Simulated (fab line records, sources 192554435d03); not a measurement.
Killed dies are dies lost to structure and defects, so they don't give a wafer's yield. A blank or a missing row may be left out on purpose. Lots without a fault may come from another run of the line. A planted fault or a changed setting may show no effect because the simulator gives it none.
Chamber matching | flow n5_finfet | N5_HKMG_FIN_ETCH_86 on rie_diel-05: 4 sister chambers
The step etches SOC in N2/H2, stops on TiN, target depth 393.2 nm. 4 wafers are shown with their chamber, then 8 later ones without.

WAFERS WITH THEIR CHAMBER
wafer  | chamber | showerhead_plenum_p_Torr (Torr)
L085.1 | 3       | 2.63
L086.5 | 2       | 2.62
L086.6 | 1       | 2.41
L089.1 | 0       | 2.61

WAFERS WITHOUT THEIR CHAMBER
wafer  | showerhead_plenum_p_Torr (Torr)
L089.2 | 2.63
L089.3 | 2.61
L090.3 | 2.61
L090.5 | 2.61
L090.6 | 2.61
L096.3 | 2.73
L096.4 | 2.60
L096.6 | 2.73

WHICH CHAMBER EACH WENT THROUGH
wafer  | from the rows above          | in truth
L089.2 | can't be placed: 3 or 2 or 0 | 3
L089.3 | can't be placed: 0 or 2 or 3 | 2
L090.3 | can't be placed: 0 or 2 or 3 | 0
L090.5 | can't be placed: 0 or 2 or 3 | 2
L090.6 | can't be placed: 0 or 2 or 3 | 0
L096.3 | can't be placed: 3 or 2 or 0 | 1
L096.4 | can't be placed: 0 or 2 or 3 | 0
L096.6 | can't be placed: 3 or 2 or 0 | 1
Placed correctly: 0 of 8. Can't be placed from these rows: 8 (the true chamber is among the candidates in 6). Placed wrongly: 0.
How it was worked out, from the rows above alone: a wafer's distance from a chamber is the root of the sum, over the readings, of the square of ((its reading less the chamber's mean) divided by the reading's scatter). The wafer belongs to the nearest chamber; if the next one is less than 2 further off, it can't be placed. A chamber's mean is the mean of its shown wafers. The scatter: with one shown wafer a chamber, the root of the mean of the squares of how far each hidden wafer lies from its nearest shown one.
